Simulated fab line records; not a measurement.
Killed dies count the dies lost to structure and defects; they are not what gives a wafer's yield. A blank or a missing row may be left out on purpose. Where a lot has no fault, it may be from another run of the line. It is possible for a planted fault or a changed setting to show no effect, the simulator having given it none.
Chamber matching / flow nand_harc / NHARC_A_WL_FILL_ALD_10 on ald_hk-03: 4 sister chambers
The step deposits SiO2, target thk 50 nm, pulse time 10 s, ald cycles 500. 16 wafers are shown with their chamber, then 8 later ones without.

WAFERS WITH THEIR CHAMBER
wafer=L075.4; chamber=0; heater_power_w (W)=430; precursor_pulse_height_rel=0.968
wafer=L075.2; chamber=2; heater_power_w (W)=416; precursor_pulse_height_rel=1.013
wafer=L075.3; chamber=3; heater_power_w (W)=544; precursor_pulse_height_rel=1.010
wafer=L076.3; chamber=2; heater_power_w (W)=436; precursor_pulse_height_rel=0.982
wafer=L076.2; chamber=3; heater_power_w (W)=536; precursor_pulse_height_rel=0.992
wafer=L076.1; chamber=1; heater_power_w (W)=425; precursor_pulse_height_rel=1.010
wafer=L081.1; chamber=3; heater_power_w (W)=556; precursor_pulse_height_rel=1.013
wafer=L081.2; chamber=0; heater_power_w (W)=418; precursor_pulse_height_rel=0.986
wafer=L081.5; chamber=0; heater_power_w (W)=434; precursor_pulse_height_rel=0.985
wafer=L087.2; chamber=2; heater_power_w (W)=442; precursor_pulse_height_rel=0.981
wafer=L087.3; chamber=0; heater_power_w (W)=458; precursor_pulse_height_rel=1.033
wafer=L087.4; chamber=3; heater_power_w (W)=535; precursor_pulse_height_rel=0.988
wafer=L090.4; chamber=2; heater_power_w (W)=455; precursor_pulse_height_rel=0.990
wafer=L090.5; chamber=1; heater_power_w (W)=390; precursor_pulse_height_rel=1.018
wafer=L090.6; chamber=2; heater_power_w (W)=453; precursor_pulse_height_rel=0.972
wafer=L092.2; chamber=3; heater_power_w (W)=562; precursor_pulse_height_rel=1.032

SIGNATURES (averages over the wafers above)
reading=heater_power_w; chamber 0=435.00; chamber 1=407.50; chamber 2=440.40; chamber 3=546.60; scatter within a chamber=15.9
reading=precursor_pulse_height_rel; chamber 0=0.99300; chamber 1=1.01400; chamber 2=0.98760; chamber 3=1.00700; scatter within a chamber=0.0196
Rule: for a wafer and a chamber, the distance is found by dividing, reading by reading, the gap between the wafer's reading and the chamber's mean by the reading's scatter, squaring, summing and taking the root. The wafer belongs to the nearest chamber; if the next one is less than 2 further off, it can't be placed. The scatter: take each reading less its chamber's mean, square it, sum over the shown wafers, divide by the number of wafers less the number of chambers, and take the root.

WAFERS WHOSE CHAMBER IS MISSING
wafer=L092.4; heater_power_w (W)=388; precursor_pulse_height_rel=1.000
wafer=L092.6; heater_power_w (W)=548; precursor_pulse_height_rel=1.032
wafer=L094.2; heater_power_w (W)=463; precursor_pulse_height_rel=0.958
wafer=L094.5; heater_power_w (W)=450; precursor_pulse_height_rel=0.985
wafer=L094.6; heater_power_w (W)=544; precursor_pulse_height_rel=0.990
wafer=L097.1; heater_power_w (W)=435; precursor_pulse_height_rel=1.047
wafer=L097.2; heater_power_w (W)=460; precursor_pulse_height_rel=1.007
wafer=L097.6; heater_power_w (W)=553; precursor_pulse_height_rel=0.984

THE CHAMBER EACH PASSED THROUGH
wafer=L092.4; from the rows above=can't be placed: 1 or 0 or 2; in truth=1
wafer=L092.6; from the rows above=3; in truth=3
wafer=L094.2; from the rows above=can't be placed: 2 or 0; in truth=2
wafer=L094.5; from the rows above=can't be placed: 2 or 0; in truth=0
wafer=L094.6; from the rows above=3; in truth=3
wafer=L097.1; from the rows above=can't be placed: 1 or 0 or 2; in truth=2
wafer=L097.2; from the rows above=can't be placed: 2 or 0 or 1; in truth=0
wafer=L097.6; from the rows above=3; in truth=3
Correct placement for 3 of the 8. Cannot be placed on the basis of these rows: 5; the candidates contain the true chamber in 5. Wrongly placed: 0.
